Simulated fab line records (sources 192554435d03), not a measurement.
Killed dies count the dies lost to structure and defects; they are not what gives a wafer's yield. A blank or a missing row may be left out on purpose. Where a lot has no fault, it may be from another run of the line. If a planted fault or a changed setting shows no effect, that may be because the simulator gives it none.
A struck lot beside a sound one	flow n5_finfet	20 out of 1938 route steps
Sound: these wafers, L867.2, L867.3, L867.5. Struck: wafer L879.3 (left out: L879.5, a lot-mate that was not struck); the cause follows at the end.
Order at every step that has rows: each side's tool, ch and its chambers, its first start. Under that, the readings that differ: sound wafers	struck wafers	difference of the means	sigmas: that difference in standard deviations of wafers without a fault.
alike: a reading whose means differ by less than 2 such deviations, as well as words and numbers matching on both sides. not compared: withheld readings; readings where some wafer has no value; bounds like >300 that might hide an equal value; numbers whose values overlap and for which the record gives no deviation.
A row with sigmas, a row that says differs or no value, or rows on one side alone: a step with any of these is where the two part. Numbers that have no deviation but don't overlap get no sigmas and don't part them. Lack of a reading on every wafer of one side parts them only where that side has two or more wafers.

first, 9 steps without rows for these wafers: N5_BEOL_M2_COAT_67 (time 60 s, resist thk 60 nm); N5_BEOL_M2_COAT_68 (time 60 s, resist thk 12 nm); N5_BEOL_M2_COAT_76 (time 60 s, resist thk 5 nm); N5_BEOL_M2_COAT_22 (resist thk 30 nm); N5_BEOL_M2_EBR_24; N5_BEOL_M2_SOFTBAKE_23 (time 60 s); N5_BEOL_M2_EXPOSE_25 (exposes mask V1, defocus 5 nm); N5_BEOL_M2_PEB_26 (peb time 60 s); N5_BEOL_M2_DEVELOP_27 (develop time 30 s).
N5_BEOL_M2_CD_MEAS_28: target cd 26.2 nm, target cd y 24.1 nm.
  sound on cd_sem-03 ch 0, day 6 20:29; struck on cd_sem-02 ch 0, day 9 13:18
  alike: cd_nm
N5_BEOL_M2_OVL_MEAS_29:
  sound on overlay-02 ch 0, day 6 20:32; struck on overlay-01 ch 0, day 9 13:20
  alike: V1_OVL
N5_BEOL_M2_INSPECT_30: inspects for defects (brightfield).
  sound: defect_inspect-02 at day 6 20:35; struck: defect_inspect-01 at day 9 13:23
  alike: raw_defect_count
N5_BEOL_M2_DESCUM_33: chemistry O2, time 7 s.
  sound on rie_diel-06 ch 0,2, day 6 20:37; struck on rie_diel-01 ch 3, day 9 13:25
reading	sound	struck	difference	sigmas
model.CAR-EUV_of_BEOL_M2_COAT_22.thk_nm (nm)	26 26 26	25.8	-0.2	
  alike: drypump_motor_current_A, oes_product_au, rf_vpp_V, showerhead_plenum_p_Torr, throttle_valve_pct
  not compared: rf_hours_counter_h
N5_BEOL_M2_ETCH_77: etches underlayer in N2/H2, target depth 6.5 nm, time 5.2 s.
  sound on rie_diel-06 ch 0,2, day 6 20:39; struck on rie_diel-01 ch 3, day 9 13:28
  alike: drypump_motor_current_A, etch_rf_on_time_s, oes_product_au, rf_vpp_V, showerhead_plenum_p_Torr, throttle_valve_pct
  not compared: rf_hours_counter_h
N5_BEOL_M2_ETCH_69: etches SiARC in CF4, target depth 15.6 nm, time 26 s.
  sound on rie_diel-06 ch 0,2, day 6 20:40; struck on rie_diel-01 ch 3, day 9 13:28
  alike: drypump_motor_current_A, etch_rf_on_time_s, oes_product_au, rf_vpp_V, showerhead_plenum_p_Torr, throttle_valve_pct
  not compared: rf_hours_counter_h
N5_BEOL_M2_ALD_98: deposits SiO2, target thk 2.5 nm, pulse time 1 s, co reactant pulse time 1 s.
  sound on ald_sin-01 ch 0,3, day 6 20:50; struck on ald_sin-01 ch 0, day 9 13:33
  alike: heater_power_w, precursor_pulse_height_rel
N5_BEOL_M2_ETCHBACK_99: etches SiO2 in CHF3, target depth 5 nm, time 10.4 s.
  sound on rie_diel-03 ch 0,1,2, day 6 21:07; struck on rie_diel-03 ch 0, day 9 18:41
reading	sound	struck	difference	sigmas
oes_product_au (a.u.)	0.79 0.69 0.72	0.96	+0.23	+3
model.CAR-EUV_of_BEOL_M2_COAT_22.thk_nm (nm)	10.2 10.4 10.4	10	+0	
  alike: drypump_motor_current_A, rf_vpp_V, showerhead_plenum_p_Torr, throttle_valve_pct
  not compared: rf_hours_counter_h
N5_BEOL_M2_ETCH_70: etches SOC in N2/H2, target depth 80 nm, overetch 24 nm, time 130 s.
  sound on rie_diel-03 ch 0,1,2, day 6 21:10; struck on rie_diel-03 ch 0, day 9 18:43
reading	sound	struck	difference	sigmas
oes_product_au (a.u.)	0.57 0.51 0.54	0.69	+0.15	+3
  alike: drypump_motor_current_A, rf_vpp_V, showerhead_plenum_p_Torr, throttle_valve_pct
  not compared: rf_hours_counter_h
N5_BEOL_M4_RC_MEAS_101:
  sound on prober-01 ch 0, day 7 22:24; struck on prober-01 ch 0, day 10 21:43
reading	sound	struck	difference	sigmas
ION_P (uA/um)	466 464 471	450	-17	-2
  alike: DIBL_N, DIBL_P, IOFF_N, IOFF_P, ION_N, SS_N, SS_P, VT_N, VT_P
then, 1 step without rows for these wafers: N5_PASSIVATION_PROBE_49.

## WHERE THEY PART
At N5_BEOL_M2_ETCHBACK_99 first; at N5_BEOL_M4_RC_MEAS_101 last (within this record only).

WHY: what had been put in by the simulator
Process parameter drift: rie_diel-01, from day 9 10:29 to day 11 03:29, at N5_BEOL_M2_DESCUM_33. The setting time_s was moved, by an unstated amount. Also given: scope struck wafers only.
